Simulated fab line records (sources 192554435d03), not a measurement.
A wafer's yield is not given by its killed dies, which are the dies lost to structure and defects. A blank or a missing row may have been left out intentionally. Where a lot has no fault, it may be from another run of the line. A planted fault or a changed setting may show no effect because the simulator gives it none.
fab line records | flow n5_finfet
record: lots: 5 wafers: 15 last_day: 19
route steps=1938 shown BEOL_M0_SAQP@683 BEOL_M0_CUTY@701 BEOL_M4@1111 PASSIVATION@1936
lots untouched by any fault: they come from a run of this same line in which no faults occurred
start_h: hours from the record's opening day to when the first of the lot's shown wafers began | wait_h: how many hours have passed since the lot's step before this one | " unchanged from the row above | L1.1+2: one row covering several wafers at once | - no value, or no start given | * or withheld: withheld | < > ~ a bound
route shown NAME@n: NAME is a module with steps in the file, n the number in the route of the first one | usual: mean/standard deviation of fault-free wafers | same: alike in all rows | chamber/n: place in a boat | sites: the reading at each site | _std_site: standard deviation across them | _edge_site: mean of outer sites minus mean of inner sites | radius_mm: how far each site lies from the wafer's centre | mask NAME#n: copy n | behind: tool/chamber where the wafer was last shaped | hold: why the lot was held/for how many hours/how that ended | device: the n, p or np transistor that did not switch | end of line: tests run on the same wafers once the route is complete | for a step that has no rows: nothing shown but its recipe | killed: not the wafer's yield, but the dies lost to structure and defects at the first sort | map: a wafer's dies, marking killed ones x, the rest . and places with no die _
set.NAME: setting as actually run; set.NAME@STEP: the setting as run at that earlier step | model.NAME: the simulator's own value behind a step, which no gauge read
lots at some steps of the route; a table a step, a row a wafer
services: a tool's chamber out of use, with start hour (start_h, from the record's first day; less than 0 if before it), hours out, and reason
== steps ==
step: N5_BEOL_M0_SAQP_COAT_34
recipe: resist: CAR-EUV spin_rpm: 1500 resist_thk_nm: 30
step: N5_BEOL_M0_SAQP_EBR_36
recipe: solvent: PGMEA ebr_width_mm: 1.5
step: N5_BEOL_M0_SAQP_SOFTBAKE_35
recipe: temp_c: 110 time_s: 60 resist: CAR-EUV
step: N5_BEOL_M0_SAQP_EXPOSE_37
recipe: mask_id: M0_CUT1 na: 0.33 source_shape: annular sigma_inner: 0.35 sigma_outer: 0.8 polarization: unpolarized target_cd_nm: 30 dose_mj: 44.75
step: N5_BEOL_M0_SAQP_PEB_38
recipe: peb_temp_c: 100 peb_time_s: 60 resist: CAR-EUV
step: N5_BEOL_M0_SAQP_DEVELOP_39
recipe: develop_time_s: 30 developer: TMAH resist: CAR-EUV rinse_liquid: surfactant_rinse dry: air_spin dev_temp_c: 23
step: N5_BEOL_M0_SAQP_CD_MEAS_40
recipe: target_cd_nm: 30 landing_energy_ev: 500 detector: se_inlens
usual: cd_nm: 29.95/0.23
columns lot.wafer tool chamber start_h wait_h cd_nm
L666.1 cd_sem-02 0 125.37 - 29.88
L666.2 " 0 " " 30.20
L666.5 " 0 " " 29.71
L678.1 cd_sem-02 0 197.27 - 29.52
L678.4 " 0 " " 29.93
L678.6 " 0 " " 29.89
L682.1 cd_sem-02 0 218.52 - 29.84
L682.2 " 0 " " 29.36
L682.3 " 0 " " 29.79
L686.2 cd_sem-03 0 248.29 - 30.05
L686.3 " 0 " " 30.12
L686.4 " 0 " " 30.03
L687.2 cd_sem-01 0 254.74 - 29.92
L687.4 " 0 " " 29.69
L687.6 " 0 " " 29.81
step: N5_BEOL_M0_SAQP_OVL_MEAS_41
recipe: points_per_wafer: 522
usual: M0_CUT1_OVL: -0.5/0.62
columns lot.wafer tool chamber start_h wait_h M0_CUT1_OVL[nm]
L666.1 overlay-02 0 125.40 0.0 -1.2
L666.2 " 0 " " -1.5
L666.5 " 0 " " -0.7
L678.1 overlay-02 0 197.30 0.0 1.0
L678.4 " 0 " " -0.1
L678.6 " 0 " " -0.9
L682.1 overlay-01 0 218.55 0.0 0.5
L682.2 " 0 " " -0.1
L682.3 " 0 " " 0.0
L686.2 overlay-02 0 248.32 0.0 0.0
L686.3 " 0 " " -0.7
L686.4 " 0 " " -0.6
L687.2 overlay-02 0 254.78 0.0 -1.0
L687.4 " 0 " " -0.6
L687.6 " 0 " " -0.1
step: N5_BEOL_M0_SAQP_INSPECT_42
recipe: mode: adi inspect_instrument: brightfield
usual: raw_defect_count: 306/90
columns lot.wafer tool chamber start_h wait_h raw_defect_count
L666.1 defect_inspect-02 - 125.46 0.1 261
L666.2 " - " " 348
L666.5 " - " " 320
L678.1 defect_inspect-02 - 197.36 0.1 320
L678.4 " - " " 151
L678.6 " - " " 186
L682.1 defect_inspect-02 - 218.61 0.1 254
L682.2 " - " " 181
L682.3 " - " " 257
L686.2 defect_inspect-01 - 248.38 0.0 290
L686.3 " - " " 375
L686.4 " - " " 338
L687.2 defect_inspect-01 - 254.83 0.0 240
L687.4 " - " " 220
L687.6 " - " " 339
step: N5_BEOL_M0_SAQP_DESCUM_45
recipe: chemistry: O2 time_s: 7 source_power_w: 50 bias_power_w: 20 pressure_mtorr: 20 rf_frequency_hz: 2.712e+07 temp_c: 40 resist: CAR-EUV o2_flow_sccm: 225
usual: drypump_motor_current_A: 5.6/0.4 oes_product_au: 0.78/0.079 rf_vpp_V: 243.2/1.2 showerhead_plenum_p_Torr: 2.09/0.057 throttle_valve_pct: 20.41/0.21
columns lot.wafer tool chamber start_h wait_h drypump_motor_current_A oes_product_au rf_hours_counter_h rf_vpp_V showerhead_plenum_p_Torr throttle_valve_pct
L666.1 rie_diel-06 1 125.49 0.0 6.5 0.69 212 242.1 2.07 20.50
L666.2 " 2 " " 5.6 0.76 161 244.0 2.17 20.39
L666.5 " 2 " " 5.6 0.75 - 244.8 2.17 20.39
L678.1 rie_diel-02 1 197.40 0.0 5.6 0.84 51 242.8 2.03 20.37
L678.4 " 0 " " 5.1 0.68 200 243.2 2.16 20.76
L678.6 " 0 " " 5.1 0.69 - 245.6 2.16 20.77
L682.1 rie_diel-06 0 218.78 0.2 5.2 0.80 119 242.1 2.02 20.62
L682.2 " 2 " " 5.6 0.73 185 244.2 2.16 20.42
L682.3 " 3 " " 5.6 0.70 192 244.8 2.18 20.66
L686.2 rie_diel-05 2 248.41 0.0 6.2 0.82 76 243.1 2.13 20.18
L686.3 " 0 " " 5.3 0.83 98 241.8 2.03 20.10
L686.4 " 3 " " 5.1 0.96 2 242.1 2.06 20.40
L687.2 rie_diel-02 2 255.56 0.7 6.0 0.73 181 241.6 2.09 20.46
L687.4 " 0 " " 5.1 0.69 207 244.3 2.16 20.77
L687.6 " 0 " " 5.1 0.68 - 244.9 2.16 20.76
step: N5_BEOL_M0_SAQP_ETCH_88
recipe: chemistry: N2/H2 target: underlayer target_depth_a: 65 time_s: 5.2 ion_energy_ev: 200 mask_material: CAR-EUV pressure_mtorr: 30 source_w: 840 bias_w: 150 n2_flow_sccm: 200 h2_flow_sccm: 200 ends: cleared
step: N5_BEOL_M0_SAQP_ETCH_73
recipe: chemistry: CF4 target: SiARC target_depth_a: 195 mask_material: CAR-EUV time_s: 32.5 ion_energy_ev: 80 pressure_mtorr: 40 source_w: 545 bias_w: 36 Ar_flow_sccm: 100 cf4_flow_sccm: 100 ends: cleared
usual: drypump_motor_current_A: 5.6/0.4 etch_rf_on_time_s: 32.5/0.91 oes_product_au: 0.67/0.064 rf_vpp_V: 184.1/1 showerhead_plenum_p_Torr: 2.14/0.054 throttle_valve_pct: 15.62/0.25
columns lot.wafer tool chamber start_h wait_h drypump_motor_current_A etch_rf_on_time_s oes_product_au rf_hours_counter_h rf_vpp_V showerhead_plenum_p_Torr throttle_valve_pct
L666.1 rie_diel-06 1 125.54 0.0 6.5 32.3 0.59 212 182.5 2.12 15.69
L666.2 " 2 " " 5.6 32.2 0.65 161 184.8 2.23 15.63
L666.5 " 2 " " 5.6 32.5 0.66 - 184.8 2.23 15.62
L678.1 rie_diel-02 1 197.45 0.0 5.7 33.0 0.72 51 182.4 2.09 15.68
L678.4 " 0 " " 5.1 33.3 0.59 200 183.8 2.22 16.02
L678.6 " 0 " " 5.1 33.0 0.60 - 184.7 2.22 16.03
L682.1 rie_diel-06 0 218.83 0.0 5.2 32.4 0.68 119 184.7 2.08 15.83
L682.2 " 2 " " 5.6 32.5 0.63 185 185.7 2.23 15.67
L682.3 " 3 " " 5.6 34.1 0.60 192 185.3 2.21 15.80
L686.2 rie_diel-05 2 248.46 0.0 6.2 31.8 0.71 76 184.6 2.15 15.22
L686.3 " 0 " " 5.2 31.9 0.70 98 183.9 2.08 15.34
L686.4 " 3 " " 5.1 32.6 0.83 2 182.6 2.13 15.58
L687.2 rie_diel-02 2 255.61 0.0 6.1 31.7 0.64 181 184.7 2.12 15.64
L687.4 " 0 " " 5.1 33.5 0.58 207 186.7 2.22 16.03
L687.6 " 0 " " 5.1 33.3 0.59 - 184.7 2.22 16.03
step: N5_BEOL_M0_SAQP_CUT_ETCH_46
recipe: chemistry: N2/H2 target: SOC target_depth_a: 1350 overetch_a: 270 temp_c: 40 time_s: 202.5 ion_energy_ev: 200 mask_material: SiARC pressure_mtorr: 30 source_w: 840 bias_w: 150 n2_flow_sccm: 200 h2_flow_sccm: 200
usual: drypump_motor_current_A: 5.6/0.4 rf_vpp_V: 524.0/1.9 showerhead_plenum_p_Torr: 2.55/0.066 throttle_valve_pct: 17.81/0.24
columns lot.wafer tool chamber start_h wait_h drypump_motor_current_A rf_hours_counter_h rf_vpp_V showerhead_plenum_p_Torr throttle_valve_pct
L666.1 rie_diel-06 1 125.58 0.0 6.5 212 522.2 2.54 18.03
L666.2 " 2 " " 5.7 161 525.7 2.64 17.90
L666.5 " 2 " " 5.6 - 529.1 2.64 17.92
L678.1 rie_diel-02 1 197.48 0.0 5.6 51 522.5 2.49 17.84
L678.4 " 0 " " 5.1 200 525.7 2.61 18.12
L678.6 " 0 " " 5.1 - 528.3 2.61 18.12
L682.1 rie_diel-06 0 218.86 0.0 5.2 119 523.2 2.46 18.07
L682.2 " 2 " " 5.6 185 526.2 2.63 17.94
L682.3 " 3 " " 5.6 192 526.6 2.63 17.94
L686.2 rie_diel-05 2 248.49 0.0 6.2 76 525.2 2.60 17.62
L686.3 " 0 " " 5.2 98 521.2 2.44 17.25
L686.4 " 3 " " 5.1 2 523.4 2.48 17.72
L687.2 rie_diel-02 2 255.64 0.0 6.0 181 525.1 2.53 17.80
L687.4 " 0 " " 5.1 207 525.8 2.61 18.13
L687.6 " 0 " " 5.1 - 524.3 2.61 18.15
step: N5_BEOL_M0_SAQP_STRIP_74
recipe: chemistry: N2/H2 temp_c: 40 n2_flow_sccm: 200 h2_flow_sccm: 200 rf_frequency_hz: 6e+07
step: N5_BEOL_M0_SAQP_STRIP_89
recipe: chemistry: N2/H2 temp_c: 40 n2_flow_sccm: 200 h2_flow_sccm: 200 rf_frequency_hz: 6e+07
step: N5_BEOL_M0_SAQP_ALD_48
recipe: material: SiO2 target_thk_a: 200 temp_c: 100 ald_precursor_family: BDEAS ald_co_reactant: O2-plasma pulse_time_s: 1 co_reactant_pulse_time_s: 1 purge_time_s: 2 co_reactant_purge_time_s: 2 ald_cycles: 139 pressure_torr: 2
usual: heater_power_w: 80/10 precursor_pulse_height_rel: 0.998/0.022
columns lot.wafer tool chamber start_h wait_h heater_power_w precursor_pulse_height_rel
L666.1 ald_sin-01 3 125.88 0.1 78 0.974
L666.2 " 2 " " 76 0.990
L666.5 " 3 " " 76 0.980
L678.1 ald_sin-01 0 197.68 0.0 73 0.987
L678.4 " 1 " " 89 1.033
L678.6 " 3 " " 78 1.016
L682.1 ald_sin-01 2 219.06 0.0 77 0.976
L682.2 " 3 " " 76 1.043
L682.3 " 1 " " 89 1.004
L686.2 ald_sin-01 3 248.69 0.0 76 0.996
L686.3 " 0 " " 74 1.001
L686.4 " 2 " " 75 0.949
L687.2 ald_sin-03 0 255.84 0.0 88 1.000
L687.4 " 3 " " 75 1.006
L687.6 " 1 " " 67 0.967
step: N5_BEOL_M0_SAQP_ETCH_49
recipe: chemistry: CF4/O2 target_depth_a: 370 target: SiO2 pressure_mtorr: 40 source_w: 535 bias_w: 49 Ar_flow_sccm: 100 cf4_flow_sccm: 100 O2_flow_sccm: 10 ion_energy_ev: 100
usual: drypump_motor_current_A: 5.6/0.39 oes_product_au: 0.78/0.083 rf_vpp_V: 240/4 showerhead_plenum_p_Torr: 2.20/0.055 throttle_valve_pct: 15.89/0.23
columns lot.wafer tool chamber start_h wait_h drypump_motor_current_A oes_product_au rf_hours_counter_h rf_vpp_V showerhead_plenum_p_Torr throttle_valve_pct
L666.1 rie_diel-02 3 126.41 0.3 5.6 0.68 244 239 2.15 15.98
L666.2 " 2 " " 6.1 0.77 139 239 2.20 15.79
L666.5 " 1 " " 5.6 0.88 - 236 2.16 15.85
L678.1 rie_diel-02 1 198.28 0.3 5.7 0.84 51 233 2.15 15.91
L678.4 " 0 " " 5.1 0.70 201 243 2.29 16.26
L678.6 " 3 " " 5.6 0.96 - 239 2.15 15.47
L682.1 rie_diel-02 1 219.59 0.3 5.6 0.83 57 234 2.15 15.93
L682.2 " 2 " " 6.0 0.73 169 239 2.19 15.86
L682.3 " 3 " " 5.6 0.95 8 237 2.15 15.49
L686.2 rie_diel-02 2 249.22 0.3 6.0 0.73 179 240 2.19 15.86
L686.3 " 1 " " 5.6 0.83 67 235 2.15 15.93
L686.4 " 3 " " 5.6 0.90 18 238 2.14 15.50
L687.2 rie_diel-02 3 256.36 0.3 5.6 0.90 21 239 2.14 15.51
L687.4 " 1 " " 5.6 0.81 70 236 2.15 15.94
L687.6 " 0 " " 5.1 0.69 - 244 2.29 16.26
step: N5_BEOL_M0_SAQP_STRIP_75
recipe: chemistry: CF4 resist: SiARC power_w: 300 bias_power_w: 75 pressure_mtorr: 50 cf4_flow_sccm: 150 rf_frequency_hz: 6e+07
usual: drypump_motor_current_A: 5.6/0.39 oes_product_au: 0.181/0.018 power_w: 299.9/0.83 rf_vpp_V: 271.1/1.3 showerhead_plenum_p_Torr: 1.79/0.042 throttle_valve_pct: 13.63/0.24
columns lot.wafer tool chamber start_h wait_h drypump_motor_current_A oes_product_au power_w rf_hours_counter_h rf_vpp_V showerhead_plenum_p_Torr throttle_valve_pct
L666.1 rie_diel-02 3 126.51 0.1 5.6 0.157 299.6 244 270.9 1.75 13.76
L666.2 " 2 " " 6.0 0.179 300.2 139 268.9 1.79 13.56
L666.5 " 1 " " 5.6 0.201 300.2 - 270.8 1.77 13.61
L678.1 rie_diel-02 1 198.38 0.1 5.6 0.193 300.9 51 269.5 1.76 13.65
L678.4 " 0 " " 5.1 0.165 298.9 201 271.7 1.86 13.96
L678.6 " 3 " " 5.6 0.225 299.4 - 269.1 1.75 13.20
L682.1 rie_diel-02 1 219.69 0.1 5.6 0.190 299.6 57 269.4 1.76 13.67
L682.2 " 2 " " 6.0 0.176 300.6 169 270.8 1.79 13.64
L682.3 " 3 " " 5.6 0.210 300.7 8 269.9 1.75 13.22
L686.2 rie_diel-02 2 249.32 0.1 6.0 0.173 300.1 179 270.5 1.78 13.64
L686.3 " 1 " " 5.6 0.196 301.6 67 269.3 1.76 13.70
L686.4 " 3 " " 5.6 0.209 299.9 18 270.5 1.74 13.23
L687.2 rie_diel-02 3 256.46 0.1 5.6 0.211 300.5 21 272.9 1.74 13.24
L687.4 " 1 " " 5.6 0.191 300.5 70 270.5 1.76 13.71
L687.6 " 0 " " 5.1 0.158 299.1 - 273.5 1.85 13.98
step: N5_BEOL_M0_CUTY_COAT_50
recipe: resist: SiARC temp_c: 220 time_s: 60 spin_rpm: 1500 resist_thk_nm: 15
step: N5_BEOL_M0_CUTY_COAT_51
recipe: resist: CAR-ArF-block spin_rpm: 1500 resist_thk_nm: 150
step: N5_BEOL_M0_CUTY_EBR_52
recipe: solvent: PGMEA ebr_width_mm: 1.5
step: N5_BEOL_M0_CUTY_SOFTBAKE_53
recipe: temp_c: 110 time_s: 60 resist: CAR-ArF-block
step: N5_BEOL_M0_CUTY_EXPOSE_54
recipe: mask_id: M0_ABLK na: 1.35 source_shape: conventional sigma_outer: 0.8 polarization: unpolarized dose_mj: 36
step: N5_BEOL_M0_CUTY_PEB_55
recipe: peb_temp_c: 110 peb_time_s: 60 resist: CAR-ArF-block
step: N5_BEOL_M0_CUTY_DEVELOP_56
recipe: develop_time_s: 30 developer: TMAH resist: CAR-ArF-block rinse_liquid: diw dry: air_spin dev_temp_c: 23
step: N5_BEOL_M0_CUTY_CD_MEAS_57
recipe: target_cd_nm: 200 landing_energy_ev: 500 detector: se_inlens polarity: line
usual: cd_nm: 199.6/1.1
columns lot.wafer tool chamber start_h wait_h cd_nm
L666.1 cd_sem-02 0 126.90 - 201.2
L666.2 " 0 " " 200.9
L666.5 " 0 " " 201.3
L678.1 cd_sem-02 0 198.77 - 200.1
L678.4 " 0 " " 198.3
L678.6 " 0 " " 199.2
L682.1 cd_sem-01 0 220.08 - 199.9
L682.2 " 0 " " 199.4
L682.3 " 0 " " 199.5
L686.2 cd_sem-02 0 249.71 - 197.9
L686.3 " 0 " " 198.6
L686.4 " 0 " " 198.6
L687.2 cd_sem-03 0 256.86 - 200.0
L687.4 " 0 " " 201.1
L687.6 " 0 " " 200.0
step: N5_BEOL_M0_CUTY_OVL_MEAS_58
recipe: points_per_wafer: 44
usual: M0_ABLK_OVL: -0.2/0.83
columns lot.wafer tool chamber start_h wait_h M0_ABLK_OVL[nm]
L666.1 overlay-02 0 126.93 0.0 -0.7
L666.2 " 0 " " 0.3
L666.5 " 0 " " -0.8
L678.1 overlay-02 0 198.80 0.0 1.3
L678.4 " 0 " " 0.4
L678.6 " 0 " " 1.1
L682.1 overlay-02 0 220.11 0.0 0.2
L682.2 " 0 " " 1.1
L682.3 " 0 " " 0.3
L686.2 overlay-02 0 249.74 0.0 -0.6
L686.3 " 0 " " -2.4
L686.4 " 0 " " -0.7
L687.2 overlay-02 0 256.89 0.0 0.2
L687.4 " 0 " " 0.3
L687.6 " 0 " " 0.8
step: N5_BEOL_M0_CUTY_INSPECT_59
recipe: mode: adi inspect_instrument: macro
usual: raw_defect_count: 2.1/1.4
columns lot.wafer tool chamber start_h wait_h raw_defect_count
L666.1 defect_inspect-01 - 126.96 0.0 1
L666.2 " - " " 1
L666.5 " - " " 2
L678.1 defect_inspect-01 - 198.82 0.0 1
L678.4 " - " " 1
L678.6 " - " " 0
L682.1 defect_inspect-02 - 220.14 0.0 10
L682.2 " - " " 0
L682.3 " - " " 4
L686.2 defect_inspect-01 - 249.77 0.0 4
L686.3 " - " " 4
L686.4 " - " " 1
L687.2 defect_inspect-01 - 256.91 0.0 2
L687.4 " - " " 0
L687.6 " - " " 2
step: N5_BEOL_M0_CUTY_DESCUM_61
recipe: chemistry: O2 time_s: 7.9 source_power_w: 50 bias_power_w: 20 pressure_mtorr: 20 rf_frequency_hz: 2.712e+07 temp_c: 40 resist: CAR-ArF-block o2_flow_sccm: 225
step: N5_BEOL_M4_RC_MEAS_101
usual: DIBL_N: 36.5/1.9 DIBL_P: 36.4/2.2 IOFF_N: 0.17/0.034 IOFF_P: 0.21/0.036 ION_N: 678/12 ION_P: 462/7.1 SS_N: 71.7/0.61 SS_P: 73.4/0.71 VT_N: 249/3.5 VT_P: -251/3
columns lot.wafer tool chamber start_h wait_h DIBL_N[mV/V] DIBL_P[mV/V] IOFF_N[nA/um] IOFF_P[nA/um] ION_N[uA/um] ION_P[uA/um] SS_N[mV/dec] SS_P[mV/dec] VT_N[mV] VT_P[mV]
L666.1 prober-02 0 204.20 0.0 40.9 40.2 0.25 0.27 689 463 71.9 74.5 244 -248
L666.2 " 0 " " 36.2 34.5 0.14 0.18 667 456 71.7 72.2 250 -254
L666.5 " 0 " " 37.3 37.4 0.17 0.21 678 456 71.7 73.2 248 -253
L678.1 prober-02 0 282.52 0.0 35.1 34.5 0.13 0.18 653 452 71.7 73.2 253 -253
L678.4 " 0 " " 34.2 34.1 0.13 0.18 664 455 71.0 72.9 251 -251
L678.6 " 0 " " 36.2 36.1 0.16 0.21 673 460 71.8 73.8 252 -251
L682.1 prober-01 0 307.10 0.0 33.9 34.5 0.13 0.16 677 457 71.3 73.2 256 -256
L682.2 " 0 " " 35.0 36.1 0.15 0.18 666 455 71.2 74.0 251 -254
L682.3 " 0 " " 30.1 30.3 0.09 0.12 664 455 70.3 71.6 258 -260
L686.2 prober-01 0 334.01 0.2 38.2 38.9 0.22 0.23 683 458 72.1 74.4 244 -248
L686.3 " 0 " " 37.7 37.7 0.19 0.20 680 456 71.4 73.8 246 -250
L686.4 " 0 " " 32.8 32.9 0.12 0.15 671 462 70.5 71.9 251 -255
L687.2 prober-01 0 347.86 0.2 34.2 32.5 0.13 0.18 671 463 71.7 73.3 252 -253
L687.4 " 0 " " 35.5 34.0 0.16 0.20 673 467 70.7 74.2 249 -252
L687.6 " 0 " " 35.3 33.4 0.15 0.18 683 462 71.6 73.3 251 -252
step: N5_PASSIVATION_PROBE_49
usual: defect_limited_yield: 91.0/1.5 killed_at_M0_to_M3: 35/11 killed_at_M4_up: 13/5 killed_at_contacts: 12/5.9 killed_at_front_end: 42/13 killed_at_other: 3/3.2 killed_dies: 106/18 killed_open: 69/13 killed_short: 35/8.9 sort_bin_5_function: 5.2/0.95 sort_bin_6_memory: 3.3/0.71 sort_n_pass: 1074/18 sort_yield_pct: 91.0/1.5
same: gross_dies: 1180 killed_at_back_side: 0 sort_bin_4_leakage[%]: 0 sort_bin_8_speed[%]: 0
columns lot.wafer tool chamber start_h wait_h defect_limited_yield[%] killed_at_M0_to_M3 killed_at_M4_up killed_at_contacts killed_at_front_end killed_at_other killed_dies killed_open killed_short sort_bin_5_function[%] sort_bin_6_memory[%] sort_n_pass sort_yield_pct[%]
L682.1 prober-01 - 425.28 0.0 90.8 37 15 8 45 3 108 63 39 5.5 2.9 1072 90.8
killed by level:class
L682.1 FIN_SAQP:geometric_particle:short=13 BEOL_M3:geometric_particle:open=8 BEOL_M1:geometric_particle:open=7 BEOL_M2:geometric_particle:open=7 MOL_CONTACT_COAG:geometric_particle:open=6 BEOL_M5:geometric_particle:open=5 BEOL_M0_SAQP:unspecified=5 GATE_CUT:geometric_particle:short=4
== services ==
columns tool chamber start_h hours kind
ald_sin-01 0 101.50 - clean
ald_sin-01 1 101.50 - clean
ald_sin-01 2 101.50 - clean
ald_sin-01 3 101.50 - clean
ald_sin-01 2 105.64 5.0 repair
rie_diel-02 0 110.40 10.7 repair
rie_diel-02 - 134.86 0.7 repair
ald_sin-01 0 135.09 3.7 repair
ald_sin-03 1 147.19 7.9 repair
rie_diel-02 3 147.66 - clean
rie_diel-02 3 147.66 - consumable_replace:focus_ring
rie_diel-02 3 147.66 33.6 scheduled_down
rie_diel-02 3 147.66 33.6 vent_cycle
rie_diel-02 3 205.74 6.4 repair
rie_diel-02 0 207.35 34.2 repair
ald_sin-03 3 222.60 5.0 repair
rie_diel-05 3 225.33 - clean
rie_diel-05 3 225.33 - consumable_replace:focus_ring
rie_diel-05 3 225.33 13.3 scheduled_down
rie_diel-05 3 225.33 13.3 vent_cycle
ald_sin-03 - 252.95 0.7 repair
== key ==
first_sign: step: N5_BEOL_M0_CUTY_INSPECT_59 reading: raw_defect_count direction: up sigmas: 5.8 usual: 2.1 struck: 10
effect none on later readings
met_at N5_BEOL_M0_SAQP_CUT_ETCH_46
struck_wafers L682.1
fault: kind: chamber_particle_source tool: rie_diel-06 chamber: 0 onset_h: 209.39 steps: N5_BEOL_M0_SAQP_CUT_ETCH_46 rate_per_visit_cm2: 0.010708 end_h: 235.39
